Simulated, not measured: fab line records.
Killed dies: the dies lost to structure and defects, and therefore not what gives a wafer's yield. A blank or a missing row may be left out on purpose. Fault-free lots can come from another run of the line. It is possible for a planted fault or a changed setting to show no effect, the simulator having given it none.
Matching of chambers ; flow n5-finfet ; rie-diel-01 running N5_WELL_APT_DESCUM_13: 4 sister chambers
The step chemistry O2, time 7.9 s. 16 wafers are shown with their chamber, then 8 later ones without.

WAFERS, EACH WITH ITS CHAMBER
wafer;chamber;throttle-valve-pct (%);showerhead-plenum-p-Torr (Torr);drypump-motor-current-A (A)
L075.3;2;20.23;2.14;5.6
L075.4;0;20.56;2.05;6.2
L075.6;2;20.23;2.14;5.6
L077.3;1;20.11;2.04;5.8
L077.4;3;20.60;2.03;5.5
L077.5;2;20.24;2.13;5.6
L079.1;3;20.60;2.03;5.5
L079.3;0;20.59;2.05;6.3
L079.6;2;20.23;2.13;5.6
L084.4;2;20.25;2.13;5.6
L084.5;3;20.58;2.03;5.4
L084.6;0;20.60;2.04;6.2
L085.3;2;20.26;2.13;5.6
L085.4;3;20.61;2.03;5.4
L085.5;0;20.59;2.04;6.2
L089.1;2;20.24;2.13;5.6

SIGNATURES, as means of the wafers listed above
reading;chamber 0;chamber 1;chamber 2;chamber 3;scatter within a chamber
throttle-valve-pct;20.5850;20.1100;20.2400;20.5975;0.0135
showerhead-plenum-p-Torr;2.0450;2.0400;2.1329;2.0300;0.0045
drypump-motor-current-A;6.225;5.800;5.600;5.450;0.0382
Rule: distance of a wafer from a chamber = root of the sum over the readings of ((wafer's reading minus chamber's mean) / reading's scatter) squared. The wafer belongs to the nearest chamber; if the next one is less than 2 further off, it can't be placed. How the scatter is found: for the shown wafers, subtract from each reading the mean of its chamber, square and add these, divide the total by (wafers less chambers), then take the root.

WAFERS WITHOUT THEIR CHAMBER
wafer;throttle-valve-pct (%);showerhead-plenum-p-Torr (Torr);drypump-motor-current-A (A)
L089.2;20.15;2.04;5.7
L089.6;20.25;2.13;5.6
L092.1;20.15;2.04;5.8
L092.3;20.62;2.03;5.4
L092.4;20.26;2.13;5.6
L093.1;20.16;2.03;5.7
L093.2;20.27;2.12;5.6
L093.5;20.62;2.04;6.3

WHICH CHAMBER EACH ONE RAN IN
wafer;from the rows above;in truth
L089.2;1;1
L089.6;2;2
L092.1;1;1
L092.3;3;3
L092.4;2;2
L093.1;1;1
L093.2;2;2
L093.5;0;0
Placed correctly: 8 of 8. Left unplaced by these rows: 0. Number placed wrongly: 0.
